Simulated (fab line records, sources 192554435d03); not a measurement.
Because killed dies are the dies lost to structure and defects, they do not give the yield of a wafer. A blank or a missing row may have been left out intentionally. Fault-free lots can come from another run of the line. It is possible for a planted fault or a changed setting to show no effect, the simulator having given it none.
Which tool is to blame? + flow n5-finfet + 12 lots, 36 wafers sampled, at 3 steps of a route of 1938

WHAT THE GAUGES READ, wafer by wafer
N5_BEOL_M5_INSPECT_58: inspects for defects (darkfield). Usual: raw-defect-count at 66, with a standard deviation of 18.
| lot  | measured     | on                | raw-defect-count | flag |
|------|--------------|-------------------|------------------|------|
| L835 | day 9 12:41  | defect-inspect-01 | 53 47 61         |      |
| L837 | day 9 18:44  | defect-inspect-02 | 88 77 63         |      |
| L838 | day 9 20:24  | defect-inspect-01 | 65 61 77         |      |
| L839 | day 10 06:33 | defect-inspect-02 | 71 56 84         |      |
| L840 | day 10 13:55 | defect-inspect-02 | 69 78 92         |      |
| L851 | day 13 01:19 | defect-inspect-01 | 64 44 57         |      |
| L852 | day 13 15:11 | defect-inspect-01 | 107 63 55        |      |
| L854 | day 14 01:56 | defect-inspect-01 | 74 42 61         |      |
| L853 | day 14 02:29 | defect-inspect-02 | 52 45 59         |      |
| L855 | day 14 11:21 | defect-inspect-01 | 55 67 71         |      |
| L857 | day 14 11:28 | defect-inspect-01 | 64 54 65         |      |
| L856 | day 14 21:44 | defect-inspect-02 | 95 56 67         |      |

WHAT TOOL EACH LOT RAN ON (gives the tool, then ch and the chambers of the sampled wafers, and finally the start)
| lot  | N5_BEOL_M5_SPUTTER_88        | N5_BEOL_M5_CO_CAP_78             |
|------|------------------------------|----------------------------------|
| L835 | pvd-sputter-02, day 9 10:16  | cvd-co-01 ch 0,2, day 9 12:28    |
| L837 | pvd-sputter-03, day 9 16:19  | cvd-co-01 ch 0,2, day 9 18:29    |
| L838 | pvd-sputter-01, day 9 18:14  | cvd-co-01 ch 0,1, day 9 20:11    |
| L839 | pvd-sputter-02, day 10 04:08 | cvd-co-01 ch 0,1,2, day 10 06:19 |
| L840 | pvd-sputter-03, day 10 11:32 | cvd-co-01 ch 0,1, day 10 13:41   |
| L851 | pvd-sputter-01, day 12 22:49 | cvd-co-02 ch 0,1,2, day 13 01:07 |
| L852 | pvd-sputter-01, day 13 12:59 | cvd-co-01 ch 1,2, day 13 14:59   |
| L854 | pvd-sputter-03, day 13 23:29 | cvd-co-02 ch 0,2, day 14 01:44   |
| L853 | pvd-sputter-01, day 14 00:02 | cvd-co-01 ch 1,2, day 14 02:16   |
| L855 | pvd-sputter-01, day 14 09:11 | cvd-co-02 ch 0,1,2, day 14 11:08 |
| L857 | pvd-sputter-02, day 14 09:17 | cvd-co-02 ch 0,1,2, day 14 11:17 |
| L856 | pvd-sputter-02, day 14 19:30 | cvd-co-02 ch 0,2, day 14 21:29   |
- N5_BEOL_M5_SPUTTER_88: material Cu, target thk 15 nm, time 27.62 s.
- N5_BEOL_M5_CO_CAP_78: material Co, precursor CCTBA/H2, target thk 2 nm, time 102.1 s.

WHAT THE TOOLS THEMSELVES READ (means of the sampled wafers that have a number; where no wafer has one, the mark that the record gives instead)
N5_BEOL_M5_SPUTTER_88. Usual: throttle-valve-pct at 30.4 %, with a standard deviation of 1.1.
| lot  | tool           | throttle-valve-pct (%) | flag |
|------|----------------|------------------------|------|
| L835 | pvd-sputter-02 | 30.8                   |      |
| L837 | pvd-sputter-03 | 30.0                   |      |
| L838 | pvd-sputter-01 | 29.4                   |      |
| L839 | pvd-sputter-02 | 30.8                   |      |
| L840 | pvd-sputter-03 | 30.6                   |      |
| L851 | pvd-sputter-01 | 30.1                   |      |
| L852 | pvd-sputter-01 | 30.2                   |      |
| L854 | pvd-sputter-03 | 30.1                   |      |
| L853 | pvd-sputter-01 | 29.7                   |      |
| L855 | pvd-sputter-01 | 30.2                   |      |
| L857 | pvd-sputter-02 | 31.4                   |      |
| L856 | pvd-sputter-02 | 31.8                   |      |

N5_BEOL_M5_CO_CAP_78. Usual: heater-power-w at 225 W, with a standard deviation of 23.
| lot  | tool      | heater-power-w (W) | flag |
|------|-----------|--------------------|------|
| L835 | cvd-co-01 | 221                |      |
| L837 | cvd-co-01 | 234                |      |
| L838 | cvd-co-01 | 207                |      |
| L839 | cvd-co-01 | 215                |      |
| L840 | cvd-co-01 | 225                |      |
| L851 | cvd-co-02 | 243                |      |
| L852 | cvd-co-01 | 196                |      |
| L854 | cvd-co-02 | 232                |      |
| L853 | cvd-co-01 | 201                |      |
| L855 | cvd-co-02 | 239                |      |
| L857 | cvd-co-02 | 240                |      |
| L856 | cvd-co-02 | 230                |      |

THE ANSWER, worked out from the rows above alone
Rule: a lot is off if the mean of its wafers that have a number lies more than 3 standard deviations from the usual mean. A lot without any number at a reading at which 4 lots or more have one is off too. Any other lot the step has rows for is counted as sound. After the gauges, taken in route order, come the tools' own readings; for these a lot's mean is taken, as printed above. The first step at which some lot is off is used, and at that step the reading that is off furthest; a lot without a number counts as furthest.
Across all readings shown, no lot is off: no conclusion can be drawn from this.

WHAT HAD BEEN PUT IN BY THE SIMULATOR
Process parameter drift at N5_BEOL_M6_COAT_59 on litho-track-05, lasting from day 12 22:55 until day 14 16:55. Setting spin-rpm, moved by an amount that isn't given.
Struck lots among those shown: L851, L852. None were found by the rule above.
